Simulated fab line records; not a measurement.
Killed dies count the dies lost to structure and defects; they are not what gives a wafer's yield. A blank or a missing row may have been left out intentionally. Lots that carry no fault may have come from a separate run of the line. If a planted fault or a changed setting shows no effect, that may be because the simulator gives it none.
Split-lot trial | flow n5-finfet | 21 wafers read from 7 lots, route of 1938 steps

== ON THE SPLIT ==
At N5_BEOL_M6_ETCH_66 (etches SOC in N2/H2, target depth 80 nm, overetch 16 nm, time 120 s), the setting bias-w was moved away from the recipe's 150 W on 8 of the 21 wafers read, by -7.6% to +16.3%. This setting was run at the recipe's value on the other wafers.

Reading taken at the split's own step.

== THE READING ==
rf-vpp-V, in V, at N5_BEOL_M6_ETCH_66 (etches SOC in N2/H2, target depth 80 nm, overetch 16 nm, time 120 s). On this fab line, fault-free wafers typically give 523.3 V with a standard deviation of 2.6 V.

wafer  | tool, chamber at the split | bias-w as run, W | against the recipe | rf-vpp-V, V | against lot-mates on the recipe
L074.3 | rie-diel-05, 0             | 150              | recipe             | 521.8       | -
L074.5 | rie-diel-05, 2             | 150              | recipe             | 524.8       | -
L074.6 | rie-diel-05, 1             | 150              | recipe             | 523.8       | -
L076.1 | rie-diel-06, 0             | 138.6            | -7.6%              | 495.4       | -24.4
L076.3 | rie-diel-06, 3             | 150              | recipe             | 519.8       | -
L076.5 | rie-diel-06, 1             | 138.6            | -7.6%              | 495.8       | -24.0
L080.1 | rie-diel-06, 2             | 167.5            | +11.7%             | 566.2       | +45.6
L080.3 | rie-diel-06, 1             | 167.5            | +11.7%             | 559.6       | +39.0
L080.4 | rie-diel-06, 3             | 150              | recipe             | 520.6       | -
L083.1 | rie-diel-01, 3             | 150              | recipe             | 523.3       | -
L083.4 | rie-diel-01, 1             | 168.9            | +12.6%             | 563.7       | +40.6
L083.5 | rie-diel-01, 1             | 150              | recipe             | 523.0       | -
L087.1 | rie-diel-06, 1             | 150              | recipe             | 521.3       | -
L087.5 | rie-diel-06, 0             | 150              | recipe             | 523.5       | -
L087.6 | rie-diel-06, 1             | 150              | recipe             | 520.0       | -
L090.1 | rie-diel-01, 3             | 150              | recipe             | 520.6       | -
L090.5 | rie-diel-01, 3             | 150              | recipe             | 522.3       | -
L090.6 | rie-diel-01, 2             | 163.4            | +8.9%              | 553.1       | +31.6
L093.2 | rie-diel-01, 3             | 174.4            | +16.3%             | 575.9       | +53.1
L093.4 | rie-diel-01, 0             | 174.4            | +16.3%             | 572.1       | +49.3
L093.6 | rie-diel-01, 1             | 150              | recipe             | 522.8       | -

FIT RESULTS
A straight line over all 21 wafers: rf-vpp-V changes by +3.33 V for each +1% of bias-w; r = +1.00; the points scatter about the line by 2.1 V.
The same after taking each lot's own level away (the mean of its wafers on the recipe; 21 wafers): +3.28 V for each +1%; r = +1.00; scatter 2.2 V.
That fit puts the effect of the largest move of bias-w on the reading at 53 V.
Measured against the standard deviation above, the lots' own levels, which go from 519.80 to 523.47 V, span 1.4 times it.
The two slopes are in agreement: the lot-to-lot level therefore moves the slope only a little.
Check: with one of the wafers moved furthest among these (+16.3%) left out of the fit, the line predicts +53.9 V for it against its lot-mates. Against them it came out at +53.1 V.
Tool readings at the split's step, against how far the setting was moved: rf-vpp-V r = +1.00.

== OTHER SPLITS APPLIED TO THESE WAFERS ==
Other splits were also applied to these wafers ahead of the reading. Each is held against what the fit with the lots' levels taken away leaves over:
other split on the same wafers   | wafers away from the commonest value | r with rf-vpp-V (lot level and that fit taken away)
N5_BEOL_M2_TRENCH_ETCH_37 bias-w | 8                                    | -0.06
N5_BEOL_M3_COAT_68 spin-rpm      | 9                                    | +0.27
N5_BEOL_M3_EXPOSE_25 dose-mj     | 7                                    | -0.46
N5_BEOL_M3_ETCH_77 h2-flow-sccm  | 8                                    | -0.33
N5_BEOL_M4_COAT_67 spin-rpm      | 9                                    | -0.26
N5_BEOL_M4_DESCUM_33 time-s      | 6                                    | -0.05
N5_BEOL_M5_TRENCH_ETCH_37 bias-w | 6                                    | -0.35

== THE WHOLE CHAIN: every reading that the file lists as answering this split, in the file's order ==
step               | what it does                                                        | reading                                                                          | change (the file's fit)               | r (the file's)
N5_BEOL_M6_ETCH_66 | etches SOC in N2/H2, target depth 80 nm, overetch 16 nm, time 120 s | rf-vpp-V                                                                         | +3.3 V for each +1% of the setting    | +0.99
N5_BEOL_M6_ETCH_66 | etches SOC in N2/H2, target depth 80 nm, overetch 16 nm, time 120 s | SiARC_of_BEOL_M6_COAT_64.thk-nm (the simulator's own value, which no gauge read) | -0.076 nm for each +1% of the setting | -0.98

== THE FILE'S OWN FIT ==
rf-vpp-V changes by +3.3 V for each +1% of bias-w, r = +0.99.
